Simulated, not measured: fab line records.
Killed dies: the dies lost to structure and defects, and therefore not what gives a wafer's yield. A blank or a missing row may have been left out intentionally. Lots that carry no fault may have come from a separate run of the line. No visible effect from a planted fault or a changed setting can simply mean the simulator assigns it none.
fab line records | flow nandHarc
record: lots: 7 | wafers: 21 | lastDay: 33
route steps=1302 shown A_M1@1190 A_BONDPAD@1202 END@1302
lots that met no fault: taken from a fault-free run of the same line
startH: hours from the record's opening day to when the first of the lot's shown wafers began | waitH: time in hours since the lot's previous step | " as in the row above | L1.1+2: a single row standing in for several wafers | - either no value or no given start | * or withheld: withheld | < > ~ a bound
route shown NAME@n: a module of which the file shows steps, and the number in the route of the first | usual: mean and standard deviation over wafers with no fault | same: alike in all rows | chamber/n: place in a boat | sites: per-site readings | _std_site: how widely they spread, as a standard deviation | _edge_site: the outer-site mean with the inner-site mean subtracted | radiusMm: for every site, how far away it sits from the centre of the wafer | mask NAME#n: copy n | behind: the last tool/chamber to shape the wafer | hold: cause of the lot's hold/its duration in hours/its outcome | device: the transistor (n, p or np) that didn't switch | end of line: the route-end tests of the same wafers | a step without rows: its recipe alone | killed: at the first sort, the dies lost to defects and structure; wafer yield is something else | map: the dies of a wafer, with x for killed, . for not killed, _ for no die there
set.NAME: the setting the step ran with; set.NAME@STEP: the setting that earlier step ran with | model.NAME: the simulator's own value behind a step, which no gauge read
a table for each step, a row for each wafer; lots at some steps of the route
services: the hour from which a tool's chamber was out of use, counted from the record's first day as startH (under 0 if before that day), plus the number of hours and why
== steps ==
step: NHARC_A_M1_PRE_CLEAN_30
recipe: timeS: 30 | tempC: 280 | gas: H2/He
usual: heaterPowerW: 427/47
lot.wafer | tool          | chamber | startH | waitH | heaterPowerW
L328.1    | pvdSputter-02 | -       | -      | -     | 453
L328.3    | "             | -       | "      | "     | 497
L328.4    | "             | -       | "      | "     | 446
L333.4    | pvdSputter-03 | -       | -      | -     | 419
L333.2    | "             | -       | "      | "     | 469
L333.6    | "             | -       | "      | "     | 420
L338.2    | pvdSputter-01 | -       | -      | -     | 438
L338.5    | "             | -       | "      | "     | 433
L338.6    | "             | -       | "      | "     | 444
L340.4    | pvdSputter-02 | -       | -      | -     | 481
L340.2    | "             | -       | "      | "     | 389
L340.6    | "             | -       | "      | "     | 466
L341.2    | pvdSputter-03 | -       | -      | -     | 488
L341.1    | "             | -       | "      | "     | 429
L341.3    | "             | -       | "      | "     | 340
L342.4    | pvdSputter-01 | -       | -      | -     | 462
L342.2    | "             | -       | "      | "     | 405
L342.6    | "             | -       | "      | "     | 474
L347.1    | pvdSputter-01 | -       | -      | -     | 402
L347.6    | "             | -       | "      | "     | 463
L347.5    | "             | -       | "      | "     | 405
step: NHARC_A_M1_PVD_20
recipe: targetThkA: 50 | biasV: 168.6 | powerW: 15000 | chamberPressurePa: 0.12 | timeS: 8.06 | substrateTempC: 50 | material: TaN
usual: chamberPressurePa: 0.12002/0.00023 | throttleValvePct: 29.9/0.79
lot.wafer | tool          | chamber | startH | waitH | chamberPressurePa | throttleValvePct
L328.4    | pvdSputter-02 | -       | -      | -     | 0.11975           | 29.0
L328.3    | "             | -       | "      | "     | 0.11991           | 31.1
L328.1    | "             | -       | "      | "     | 0.12038           | 30.6
L333.2    | pvdSputter-03 | -       | -      | -     | 0.11979           | 29.7
L333.4    | "             | -       | "      | "     | 0.11987           | 30.6
L333.6    | "             | -       | "      | "     | 0.11979           | 29.5
L338.2    | pvdSputter-01 | -       | -      | -     | 0.12044           | 28.6
L338.5    | "             | -       | "      | "     | 0.12006           | 28.7
L338.6    | "             | -       | "      | "     | 0.12018           | 30.1
L340.2    | pvdSputter-02 | -       | -      | -     | 0.11965           | 29.8
L340.4    | "             | -       | "      | "     | 0.12007           | 30.6
L340.6    | "             | -       | "      | "     | 0.11999           | 29.9
L341.3    | pvdSputter-03 | -       | -      | -     | 0.12036           | 30.6
L341.1    | "             | -       | "      | "     | 0.12054           | 31.3
L341.2    | "             | -       | "      | "     | 0.12003           | 28.7
L342.2    | pvdSputter-01 | -       | -      | -     | 0.1204            | 28.8
L342.4    | "             | -       | "      | "     | 0.12028           | 30.2
L342.6    | "             | -       | "      | "     | 0.11975           | 30.2
L347.1    | pvdSputter-01 | -       | -      | -     | 0.12007           | 30.2
L347.6    | "             | -       | "      | "     | 0.1198            | 30.3
L347.5    | "             | -       | "      | "     | 0.1204            | 29.0
step: NHARC_A_M1_PVD_21
recipe: targetThkA: 300 | chamberPressurePa: 5 | powerW: 5000 | substrateTempC: 30 | timeS: 20.49 | material: Cu
usual: chamberPressurePa: 4.999/0.0096 | throttleValvePct: 29.9/0.75
lot.wafer | tool          | chamber | startH | waitH | chamberPressurePa | throttleValvePct
L328.4    | pvdSputter-02 | -       | -      | -     | 4.992             | 30.6
L328.3    | "             | -       | "      | "     | 4.992             | 31.1
L328.1    | "             | -       | "      | "     | 4.992             | 30.9
L333.2    | pvdSputter-03 | -       | -      | -     | 5.001             | 30.9
L333.4    | "             | -       | "      | "     | 4.993             | 30.3
L333.6    | "             | -       | "      | "     | 5.007             | 31.1
L338.2    | pvdSputter-01 | -       | -      | -     | 4.999             | 29.1
L338.5    | "             | -       | "      | "     | 4.997             | 28.9
L338.6    | "             | -       | "      | "     | 5.002             | 30.1
L340.2    | pvdSputter-02 | -       | -      | -     | 4.999             | 30.4
L340.4    | "             | -       | "      | "     | 5.006             | 30.2
L340.6    | "             | -       | "      | "     | 5.008             | 30.4
L341.3    | pvdSputter-03 | -       | -      | -     | 4.995             | 30.1
L341.2    | "             | -       | "      | "     | 4.994             | 30.6
L341.1    | "             | -       | "      | "     | 4.973             | 28.8
L342.4    | pvdSputter-01 | -       | -      | -     | 4.993             | 29.8
L342.2    | "             | -       | "      | "     | 4.990             | 29.0
L342.6    | "             | -       | "      | "     | 4.999             | 28.8
L347.1    | pvdSputter-01 | -       | -      | -     | 5.002             | 29.0
L347.6    | "             | -       | "      | "     | 5.002             | 28.5
L347.5    | "             | -       | "      | "     | 4.994             | 30.2
step: NHARC_A_M1_ECD_22
recipe: targetThkA: 4000 | bathTempC: 25 | material: Cu
step: NHARC_A_M1_ANNEAL_31
recipe: tempC: 225 | timeS: 90
usual: annealTempC: 225.03/0.18 | wafer_temp_C_max: 226.1/0.35
lot.wafer | tool         | chamber | startH | waitH | annealTempC | wafer_temp_C_max
L328.1    | rtpAnneal-01 | 0       | 559.23 | -     | 225.07      | 226.3
L328.3    | "            | 0       | "      | "     | 224.93      | 225.9
L328.4    | "            | 0       | "      | "     | 224.89      | 225.9
L333.2    | rtpAnneal-02 | 0       | 620.19 | 0.4   | 225.06      | 226.3
L333.4    | "            | 0       | "      | "     | 225.06      | 226.7
L333.6    | "            | 0       | "      | "     | 225.33      | 226.7
L338.2    | rtpAnneal-01 | 0       | 666.27 | -     | 224.98      | 225.9
L338.5    | "            | 0       | "      | "     | 225.04      | 226.1
L338.6    | "            | 0       | "      | "     | 224.93      | 226.2
L340.2    | rtpAnneal-02 | 0       | 703.70 | -     | 224.93      | 226.7
L340.4    | "            | 0       | "      | "     | 224.77      | 226.4
L340.6    | "            | 0       | "      | "     | 224.98      | 225.9
L341.1    | rtpAnneal-01 | 0       | 715.75 | 0.3   | 225.06      | 225.8
L341.2    | "            | 0       | "      | "     | 225.17      | 226.0
L341.3    | "            | 0       | "      | "     | 225.07      | 225.7
L342.2    | rtpAnneal-01 | 0       | 719.07 | -     | 224.98      | 225.3
L342.4    | "            | 0       | "      | "     | 225.02      | 225.4
L342.6    | "            | 0       | "      | "     | 225.31      | 225.5
L347.1    | rtpAnneal-01 | 0       | 744.22 | 0.3   | 225.17      | 226.0
L347.5    | "            | 0       | "      | "     | 224.94      | 225.9
L347.6    | "            | 0       | "      | "     | 225.15      | 225.7
step: NHARC_A_M1_CMP_23
recipe: tOverpolishS: 20 | targetThkNm: 154.34
usual: motorCurrentA: 11.9/1.2 | timeToEndpointS: 29/4.2
lot.wafer | tool   | chamber | startH | waitH | motorCurrentA | timeToEndpointS
L328.1    | cmp-02 | 2       | 559.57 | -     | 11.1          | 24
L328.3    | "      | 0       | "      | "     | 12.2          | 31
L328.4    | "      | 1       | "      | "     | 13.6          | 22
L333.2    | cmp-03 | 1       | 620.52 | -     | 12.4          | 26
L333.4    | "      | 3       | "      | "     | 11.3          | 22
L333.6    | "      | 1       | "      | "     | 12.1          | 25
L338.2    | cmp-02 | 3       | 666.56 | -     | 12.0          | 27
L338.6    | "      | 3       | "      | "     | 11.9          | 28
L338.5    | "      | 0       | "      | "     | 11.3          | 31
L340.2    | cmp-03 | 3       | 704.00 | -     | 11.7          | 26
L340.4    | "      | 0       | "      | "     | 11.2          | 34
L340.6    | "      | 3       | "      | "     | 12.5          | 28
L341.1    | cmp-01 | 2       | 716.09 | -     | 11.6          | 35
L341.2    | "      | 3       | "      | "     | 12.2          | 33
L341.3    | "      | 0       | "      | "     | 13.3          | 32
L342.4    | cmp-01 | 3       | 719.39 | -     | 12.6          | 34
L342.2    | "      | 1       | "      | "     | 10.0          | 34
L342.6    | "      | 3       | "      | "     | 12.4          | 33
L347.1    | cmp-01 | 3       | 744.65 | -     | 12.4          | 33
L347.5    | "      | 0       | "      | "     | 14.4          | 32
L347.6    | "      | 1       | "      | "     | 10.1          | 35
step: NHARC_A_M1_THK_MEAS_24
recipe: thkMeasGauge: xrf
usual: thkNm: 154.6/1.8
lot.wafer | tool         | chamber | startH | waitH | thkNm
L328.1    | filmMetro-01 | -       | 559.89 | -     | 153.2
L328.3    | "            | -       | "      | "     | 154.5
L328.4    | "            | -       | "      | "     | 151.0
L333.2    | filmMetro-02 | -       | 620.80 | -     | 155.1
L333.4    | "            | -       | "      | "     | 152.5
L333.6    | "            | -       | "      | "     | 155.3
L338.2    | filmMetro-01 | -       | 666.88 | -     | 153.9
L338.5    | "            | -       | "      | "     | 156.4
L338.6    | "            | -       | "      | "     | 153.5
L340.2    | filmMetro-02 | -       | 704.31 | -     | 153.6
L340.4    | "            | -       | "      | "     | 153.7
L340.6    | "            | -       | "      | "     | 151.5
L341.1    | filmMetro-02 | -       | 716.41 | -     | 156.0
L341.2    | "            | -       | "      | "     | 153.4
L341.3    | "            | -       | "      | "     | 156.0
L342.2    | filmMetro-02 | -       | 719.68 | -     | 157.5
L342.4    | "            | -       | "      | "     | 156.9
L342.6    | "            | -       | "      | "     | 157.2
L347.1    | filmMetro-02 | -       | 744.88 | -     | 158.3
L347.5    | "            | -       | "      | "     | 156.1
L347.6    | "            | -       | "      | "     | 156.0
step: NHARC_A_M1_SRD_25
step: NHARC_A_M1_INSPECT_27
usual: rawDefectCount: 576/130
lot.wafer | tool             | chamber | startH | waitH | rawDefectCount
L328.1    | defectInspect-01 | -       | 560.04 | 0.0   | 535
L328.3    | "                | -       | "      | "     | 514
L328.4    | "                | -       | "      | "     | 515
L333.2    | defectInspect-02 | -       | 620.96 | 0.0   | 444
L333.4    | "                | -       | "      | "     | 583
L333.6    | "                | -       | "      | "     | 423
L338.2    | defectInspect-02 | -       | 667.03 | 0.0   | 529
L338.5    | "                | -       | "      | "     | 560
L338.6    | "                | -       | "      | "     | 438
L340.2    | defectInspect-01 | -       | 704.47 | 0.0   | 738
L340.4    | "                | -       | "      | "     | 376
L340.6    | "                | -       | "      | "     | 487
L341.1    | defectInspect-02 | -       | 716.56 | 0.0   | 558
L341.2    | "                | -       | "      | "     | 636
L341.3    | "                | -       | "      | "     | 570
L342.2    | defectInspect-02 | -       | 719.84 | 0.0   | 511
L342.4    | "                | -       | "      | "     | 560
L342.6    | "                | -       | "      | "     | 561
L347.1    | defectInspect-02 | -       | 745.04 | 0.0   | 535
L347.5    | "                | -       | "      | "     | 519
L347.6    | "                | -       | "      | "     | 370
step: NHARC_A_M1_PRE_CLEAN_32
recipe: timeS: 12 | tempC: 370 | rfPowerW: 300 | gas: NH3
step: NHARC_A_M1_DEP_33
recipe: targetThkA: 300 | tempC: 370 | targetThkNm: 30 | pressureTorr: 3 | flowSccm: 200 | rfW: 450 | material: SiCN
step: NHARC_A_BONDPAD_DEP_00
recipe: targetThkA: 2500 | tempC: 370 | targetThkNm: 250 | pressureTorr: 3 | flowSccm: 200 | rfW: 450 | material: SiCN
usual: chamberPressureTorr: 2.999/0.007 | heaterPowerOuterW: 318/39 | heaterPowerW: 594/70
lot.wafer | tool     | chamber | startH | waitH | chamberPressureTorr | heaterPowerOuterW | heaterPowerW
L328.3    | pecvd-02 | 1       | 560.74 | -     | 2.991               | 292               | 516
L328.1    | "        | 2       | "      | "     | 2.989               | 278               | 540
L328.4    | "        | 1       | "      | "     | 3.002               | 302               | 521
L333.2    | pecvd-01 | 0       | 621.75 | -     | 3.004               | 300               | 582
L333.6    | "        | 2       | "      | "     | 3.000               | 287               | 565
L333.4    | "        | 0       | "      | "     | 3.000               | 307               | 604
L338.2    | pecvd-02 | 1       | 667.73 | -     | 2.985               | 367               | 633
L338.6    | "        | 1       | "      | "     | 2.994               | 380               | 645
L338.5    | "        | 2       | "      | "     | 3.000               | 319               | 600
L340.2    | pecvd-03 | 2       | 705.25 | -     | -                   | -                 | -
L340.6    | "        | 1       | "      | "     | -                   | -                 | -
L340.4    | "        | 2       | "      | "     | -                   | -                 | -
L341.3    | pecvd-02 | 0       | 717.27 | -     | -                   | -                 | -
L341.2    | "        | 1       | "      | "     | -                   | -                 | -
L341.1    | "        | 2       | "      | "     | -                   | -                 | -
L342.2    | pecvd-02 | 1       | 721.04 | -     | -                   | -                 | -
L342.4    | "        | 2       | "      | "     | -                   | -                 | -
L342.6    | "        | 1       | "      | "     | -                   | -                 | -
L347.1    | pecvd-01 | 0       | 745.79 | -     | 3.004               | 304               | 576
L347.5    | "        | 0       | "      | "     | 2.999               | 305               | 565
L347.6    | "        | 1       | "      | "     | 3.001               | 348               | 625
step: NHARC_A_BONDPAD_CMP_29
recipe: targetThkNm: 200 | material: SiCN
step: NHARC_A_BONDPAD_SRD_31
step: NHARC_END_SORT_01
recipe: tempC: 25
usual: defectLimitedYield: 90/4.1 | killedAtArray: 63/27 | killedAtOther: 0.7/1.2 | killedAtPeriphery: 3.1/2 | killedDies: 67/28 | killedOpen: 3.0/1.9 | killedShort: 2.2/1.5
same: grossDies: 677
lot.wafer | tool      | chamber | startH | waitH | defectLimitedYield[%] | killedAtArray | killedAtOther | killedAtPeriphery | killedDies | killedOpen | killedShort
L333.6    | prober-01 | 0       | 658.10 | 4.0   | 90                    | 62            | 2             | 1                 | 65         | 3          | 5
L338.2    | prober-02 | 0       | 700.04 | 2.8   | 92                    | 47            | 1             | 8                 | 56         | 3          | 1
L338.5    | prober-02 | 0       | 702.44 | 3.7   | 92                    | 50            | 0             | 5                 | 55         | 4          | 2
L338.6    | prober-02 | 0       | 703.24 | 4.0   | 93                    | 42            | 2             | 2                 | 46         | 1          | 2
L340.2    | prober-02 | 0       | 740.36 | 2.8   | 0                     | 675           | 0             | 2                 | 677        | 3          | 2
L340.4    | prober-02 | 0       | 741.96 | 3.4   | 0                     | 672           | 2             | 3                 | 677        | 3          | 3
L340.6    | prober-02 | 0       | 743.55 | 4.0   | 0                     | 674           | 3             | 0                 | 677        | 2          | 3
L341.1    | prober-02 | 0       | 749.76 | 2.4   | 0                     | 675           | 1             | 1                 | 677        | 1          | 3
L341.2    | prober-02 | 0       | 750.56 | 2.8   | 0                     | 673           | 0             | 4                 | 677        | 4          | 2
L341.3    | prober-02 | 0       | 751.36 | 3.1   | 0                     | 676           | 0             | 1                 | 677        | 1          | 0
L342.2    | prober-01 | 0       | 750.64 | 2.8   | 0                     | 671           | 0             | 6                 | 677        | 4          | 2
L342.4    | prober-01 | 0       | 752.22 | 3.4   | 0                     | 671           | 1             | 5                 | 677        | 4          | 2
L342.6    | prober-01 | 0       | 753.81 | 4.0   | 0                     | 673           | 0             | 4                 | 677        | 4          | 4
killed by level:class
L333.6 A_SLIT:chamberFilmFlake=22 A_CHANNEL_HOLE_D2:chamberFilmFlake=21 A_CHANNEL_HOLE_D1:chamberFilmFlake=6 A_CONTACT:chamberFilmFlake=4 A_DECK1_JOINT:geometricParticle:open=2 THIN_TSV:chamberFilmFlake=2 P_GATE:geometricParticle:open=1 A_CHANNEL_FILL_D1:geometricParticle:short=1
L338.2 A_SLIT:chamberFilmFlake=31 A_CONTACT:chamberFilmFlake=6 P_M1:chamberFilmFlake=4 A_CHANNEL_HOLE_D1:chamberFilmFlake=4 A_CHANNEL_FILL_D2:geometricParticle:open=2 P_ZERO_WELL:chamberFilmFlake=2 A_ONON_D1:geometricParticle:short=1 A_CHANNEL_HOLE_D1:geometricParticle:open=1
L338.5 A_SLIT:chamberFilmFlake=25 A_CHANNEL_HOLE_D1:chamberFilmFlake=5 A_DECK1_JOINT:chamberFilmFlake=4 A_BLC:chamberFilmFlake=4 P_M1:chamberFilmFlake=3 A_CONTACT:chamberFilmFlake=3 P_GATE:chamberFilmFlake=2 A_ONON_D1:geometricParticle:open=1
L338.6 A_SLIT:chamberFilmFlake=31 A_CHANNEL_HOLE_D1:chamberFilmFlake=3 THIN_TSV:chamberFilmFlake=2 P_CONTACT:geometricParticle:open=1 A_ONON_D1:geometricParticle:short=1 A_DECK1_JOINT:geometricParticle:short=1 P_M1:chamberFilmFlake=1 A_DECK1_JOINT:chamberFilmFlake=1
L340.2 A_BONDPAD:areaDep=613 A_SLIT:chamberFilmFlake=34 A_CHANNEL_HOLE_D1:chamberFilmFlake=8 A_CHANNEL_FILL_D2:chamberFilmFlake=4 A_STAIRCASE:chamberFilmFlake=4 A_SGD_CUT:chamberFilmFlake=3 A_CONTACT:chamberFilmFlake=2 P_CONTACT:geometricParticle:open=1
L340.4 A_BONDPAD:areaDep=618 A_SLIT:chamberFilmFlake=30 A_CHANNEL_HOLE_D1:chamberFilmFlake=7 A_STAIRCASE:chamberFilmFlake=6 A_CONTACT:chamberFilmFlake=3 A_CHANNEL_FILL_D2:chamberFilmFlake=2 THIN_TSV:chamberFilmFlake=2 P_GATE:geometricParticle:open=1
L340.6 A_BONDPAD:areaDep=619 A_SLIT:chamberFilmFlake=29 A_CHANNEL_HOLE_D1:chamberFilmFlake=11 A_STAIRCASE:chamberFilmFlake=4 A_CHANNEL_FILL_D2:chamberFilmFlake=3 A_CONTACT:chamberFilmFlake=3 A_DECK1_JOINT:geometricParticle:open=1 A_ONON_D2:geometricParticle:short=1
L341.1 A_BONDPAD:areaDep=622 A_SLIT:chamberFilmFlake=36 A_CHANNEL_HOLE_D1:chamberFilmFlake=7 A_SGD_CUT:chamberFilmFlake=5 A_CONTACT:chamberFilmFlake=2 P_M0:geometricParticle:short=1 A_DECK1_JOINT:geometricParticle:short=1 A_M0:geometricParticle:open=1
L341.2 A_BONDPAD:areaDep=621 A_SLIT:chamberFilmFlake=26 A_CHANNEL_HOLE_D1:chamberFilmFlake=11 A_SGD_CUT:chamberFilmFlake=7 A_CHANNEL_FILL_D2:chamberFilmFlake=3 P_M0:geometricParticle:short=2 A_CONTACT:chamberFilmFlake=2 P_GATE:geometricParticle:open=1
L342.2 A_BONDPAD:areaDep=614 A_SLIT:chamberFilmFlake=27 A_CONTACT:chamberFilmFlake=15 A_CHANNEL_HOLE_D1:chamberFilmFlake=12 P_GATE:geometricParticle:open=2 P_STI:geometricParticle:short=1 P_M1:geometricParticle:open=1 A_WL_FILL:geometricParticle:open=1
L341.3 A_BONDPAD:areaDep=630 A_SLIT:chamberFilmFlake=30 A_SGD_CUT:chamberFilmFlake=8 A_CHANNEL_HOLE_D1:chamberFilmFlake=7 P_M0:geometricParticle:open=1 A_CONTACT:chamberFilmFlake=1
L342.4 A_BONDPAD:areaDep=604 A_SLIT:chamberFilmFlake=35 A_CONTACT:chamberFilmFlake=16 A_CHANNEL_HOLE_D1:chamberFilmFlake=8 A_WL_FILL:geometricParticle:short=2 P_STI:chamberFilmFlake=2 A_CHANNEL_HOLE_D2:chamberFilmFlake=2 P_GATE:geometricParticle:open=1
L342.6 A_BONDPAD:areaDep=614 A_SLIT:chamberFilmFlake=31 A_CHANNEL_HOLE_D1:chamberFilmFlake=12 A_CONTACT:chamberFilmFlake=8 P_CONTACT:geometricParticle:short=1 P_CONTACT:geometricParticle:open=1 P_M0:geometricParticle:open=1 A_SOURCE_PLATE:geometricParticle:short=1
map L340.2 (x killed, . not)
____________x____________
_________xxxxxxx_________
_______xxxxxxxxxxx_______
______xxxxxxxxxxxxx______
_____xxxxxxxxxxxxxxx_____
____xxxxxxxxxxxxxxxxx____
____xxxxxxxxxxxxxxxxx____
___xxxxxxxxxxxxxxxxxxx___
___xxxxxxxxxxxxxxxxxxx___
__xxxxxxxxxxxxxxxxxxxxx__
__xxxxxxxxxxxxxxxxxxxxx__
_xxxxxxxxxxxxxxxxxxxxxxx_
_xxxxxxxxxxxxxxxxxxxxxxx_
_xxxxxxxxxxxxxxxxxxxxxxx_
_xxxxxxxxxxxxxxxxxxxxxxx_
_xxxxxxxxxxxxxxxxxxxxxxx_
xxxxxxxxxxxxxxxxxxxxxxxxx
xxxxxxxxxxxxxxxxxxxxxxxxx
xxxxxxxxxxxxxxxxxxxxxxxxx
xxxxxxxxxxxxxxxxxxxxxxxxx
xxxxxxxxxxxxxxxxxxxxxxxxx
_xxxxxxxxxxxxxxxxxxxxxxx_
_xxxxxxxxxxxxxxxxxxxxxxx_
_xxxxxxxxxxxxxxxxxxxxxxx_
_xxxxxxxxxxxxxxxxxxxxxxx_
_xxxxxxxxxxxxxxxxxxxxxxx_
__xxxxxxxxxxxxxxxxxxxxx__
__xxxxxxxxxxxxxxxxxxxxx__
___xxxxxxxxxxxxxxxxxxx___
___xxxxxxxxxxxxxxxxxxx___
____xxxxxxxxxxxxxxxxx____
____xxxxxxxxxxxxxxxxx____
_____xxxxxxxxxxxxxxx_____
______xxxxxxxxxxxxx______
_______xxxxxxxxxxx_______
_________xxxxxxx_________
____________x____________
map L341.1 (x killed, . not)
____________x____________
_________xxxxxxx_________
_______xxxxxxxxxxx_______
______xxxxxxxxxxxxx______
_____xxxxxxxxxxxxxxx_____
____xxxxxxxxxxxxxxxxx____
____xxxxxxxxxxxxxxxxx____
___xxxxxxxxxxxxxxxxxxx___
___xxxxxxxxxxxxxxxxxxx___
__xxxxxxxxxxxxxxxxxxxxx__
__xxxxxxxxxxxxxxxxxxxxx__
_xxxxxxxxxxxxxxxxxxxxxxx_
_xxxxxxxxxxxxxxxxxxxxxxx_
_xxxxxxxxxxxxxxxxxxxxxxx_
_xxxxxxxxxxxxxxxxxxxxxxx_
_xxxxxxxxxxxxxxxxxxxxxxx_
xxxxxxxxxxxxxxxxxxxxxxxxx
xxxxxxxxxxxxxxxxxxxxxxxxx
xxxxxxxxxxxxxxxxxxxxxxxxx
xxxxxxxxxxxxxxxxxxxxxxxxx
xxxxxxxxxxxxxxxxxxxxxxxxx
_xxxxxxxxxxxxxxxxxxxxxxx_
_xxxxxxxxxxxxxxxxxxxxxxx_
_xxxxxxxxxxxxxxxxxxxxxxx_
_xxxxxxxxxxxxxxxxxxxxxxx_
_xxxxxxxxxxxxxxxxxxxxxxx_
__xxxxxxxxxxxxxxxxxxxxx__
__xxxxxxxxxxxxxxxxxxxxx__
___xxxxxxxxxxxxxxxxxxx___
___xxxxxxxxxxxxxxxxxxx___
____xxxxxxxxxxxxxxxxx____
____xxxxxxxxxxxxxxxxx____
_____xxxxxxxxxxxxxxx_____
______xxxxxxxxxxxxx______
_______xxxxxxxxxxx_______
_________xxxxxxx_________
____________x____________
== services ==
tool          | chamber | startH | hours | kind
cmp-03        | -       | 552.29 | 2.8   | repair
cmp-02        | -       | 553.26 | 0.2   | repair
cmp-01        | -       | 561.35 | 0.3   | repair
cmp-03        | -       | 567.67 | 1.3   | repair
pvdSputter-03 | -       | 570.01 | 1.0   | repair
cmp-03        | -       | 570.98 | 0.5   | repair
pecvd-01      | 1       | 575.67 | 4.5   | repair
cmp-01        | -       | 577.81 | 4.0   | pm
pvdSputter-01 | -       | 582.00 | 10.0  | pm
cmp-03        | -       | 582.75 | 0.6   | repair
pecvd-02      | -       | 589.26 | 13.0  | pm
cmp-01        | -       | 613.43 | 0.4   | repair
cmp-02        | -       | 624.60 | 4.0   | pm
cmp-03        | -       | 631.52 | 0.5   | repair
pvdSputter-02 | -       | 638.05 | 10.0  | pm
cmp-03        | -       | 655.02 | 4.0   | pm
cmp-01        | -       | 661.25 | 3.6   | repair
pvdSputter-02 | -       | 671.34 | 3.6   | repair
pecvd-02      | 2       | 675.39 | 4.0   | repair
cmp-01        | -       | 675.81 | 4.0   | pm
pvdSputter-03 | -       | 680.47 | 1.1   | repair
pvdSputter-03 | -       | 704.00 | 10.0  | pm
pvdSputter-03 | -       | 725.80 | 8.4   | repair
pvdSputter-02 | -       | 742.20 | 3.2   | repair
== key ==
firstSign: step: NHARC_A_BONDPAD_DEP_00 | reading: toolRecord | direction: missing
effect: step: NHARC_END_SORT_01 | reading: killedAtArray | direction: up | sigmas: 22 | usual: 63 | struck: 673
moreKillsBornAt: NHARC_A_BONDPAD_DEP_00@pecvd-02: 3705 | NHARC_A_BONDPAD_DEP_00@pecvd-03: 1850
metAt NHARC_A_BONDPAD_DEP_00
struckWafers L340.2,L340.4,L340.6,L341.1,L341.2,L341.3,L342.2,L342.4,L342.6
laterRowsLeftOut L340.2,L340.4,L340.6,L341.1,L341.2,L341.3,L342.2,L342.4,L342.6
onsetBetween 667.73 705.25
fault: kind: skippedStepWhole | tool: pecvd-02,pecvd-03 | chamber: - | onsetH: 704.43 | steps: NHARC_A_BONDPAD_DEP_00 | scope: struckLotsOnly
laterRowsLeftOut: the simulator's readings of these wafers behind a module that went badly wrong aren't trusted and aren't shown, but for the sort
